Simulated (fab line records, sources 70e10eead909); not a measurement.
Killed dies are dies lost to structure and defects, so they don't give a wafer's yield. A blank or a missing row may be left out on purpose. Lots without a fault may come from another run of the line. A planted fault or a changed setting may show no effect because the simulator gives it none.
A struck lot beside a sound one | flow nand_harc | 14 steps out of a route of 1159
Sound: wafers L146.1, L146.4, L146.5. Struck: wafers L144.1, L144.6. The cause comes at the end.
At each step with rows: each side's tool, then ch and its chambers, then its first start. Under that, the readings that differ: sound wafers | struck wafers | difference of the means | sigmas: that difference in standard deviations of wafers without a fault.
alike: readings whose means differ by less than 2 such deviations, and words and numbers that are the same on both sides. not compared: withheld readings, readings that some wafer has no value for, bounds like >300 that may hide the same value, and numbers for which the record gives no deviation and whose values overlap.
The two part at a step that has a row with sigmas, a row that says differs or no value, or rows on one side only. Numbers that don't overlap but have no deviation are shown without sigmas and don't part them. A reading that every wafer of one side lacks parts them only if that side has two wafers or more.

NHARC_A_SOURCE_PLATE_THK_MEAS_09: measures by ellipsometry.
  sound on film_metro-01, day 11 12:38; struck on film_metro-02, day 11 03:58
  alike: thk_nm
then, 3 steps without rows for these wafers: NHARC_A_SOURCE_PLATE_PVD_04 (deposits WSi2, target thk 50 nm); NHARC_A_SOURCE_PLATE_CVD_03 (deposits poly-Si, target thk 200 nm, time 4000 s); NHARC_A_SOURCE_PLATE_ANNEAL_05 (time 1800 s).
NHARC_A_SOURCE_PLATE_THK_MEAS_06: measures by ellipsometry.
  sound on film_metro-02, day 12 01:26; struck on film_metro-01, day 11 17:05
  alike: thk_nm
NHARC_A_SOURCE_PLATE_INSPECT_08:
  sound on defect_inspect-02, day 12 01:30; struck on defect_inspect-01, day 11 17:10
  alike: raw_defect_count
then, 1 step without rows for these wafers: NHARC_A_ONON_D1_DEP_00 (target thk 1000 nm).
NHARC_A_ONON_D1_THK_MEAS_02: measures by ellipsometry.
  sound on film_metro-02, day 12 02:04; struck on film_metro-01, day 11 18:01
  alike: thk_nm
then, 1 step without rows for these wafers: NHARC_A_ONON_D1_DEP_03 (target thk 1000 nm).
NHARC_A_ONON_D1_THK_MEAS_05: measures by ellipsometry.
  sound on film_metro-02, day 12 02:39; struck on film_metro-01, day 11 18:46
  alike: thk_nm
NHARC_A_ONON_D1_DEP_06: target thk 1000 nm.
  sound on pecvd_onon-01 ch 0, day 12 02:42; struck on pecvd_onon-02 ch 0, day 11 18:59
NHARC_A_ONON_D1_THK_MEAS_08: measures by ellipsometry.
  sound on film_metro-02, day 12 03:13; struck on film_metro-02, day 11 19:29
  reading     | sound       | struck  | difference | sigmas
  thk_nm (nm) | 994 996 993 | 724 725 | -270       | -31
then, 1 step without rows for these wafers: NHARC_A_ONON_D1_DEP_09 (target thk 1000 nm).
-- the record jumps here: 12 days lie between the struck wafers' starts before and after (it left off in module A_ONON_D1 and takes up again in module END, whose first step shown is number 1159 of the route) --
NHARC_END_SORT_01:
  the record has rows for the struck wafers here (prober-02 ch 0, day 23 20:16) and none for the sound ones

WHERE THEY PART
First at NHARC_A_ONON_D1_THK_MEAS_08; last, within this record, at NHARC_END_SORT_01.

WHY: what the simulator had put in
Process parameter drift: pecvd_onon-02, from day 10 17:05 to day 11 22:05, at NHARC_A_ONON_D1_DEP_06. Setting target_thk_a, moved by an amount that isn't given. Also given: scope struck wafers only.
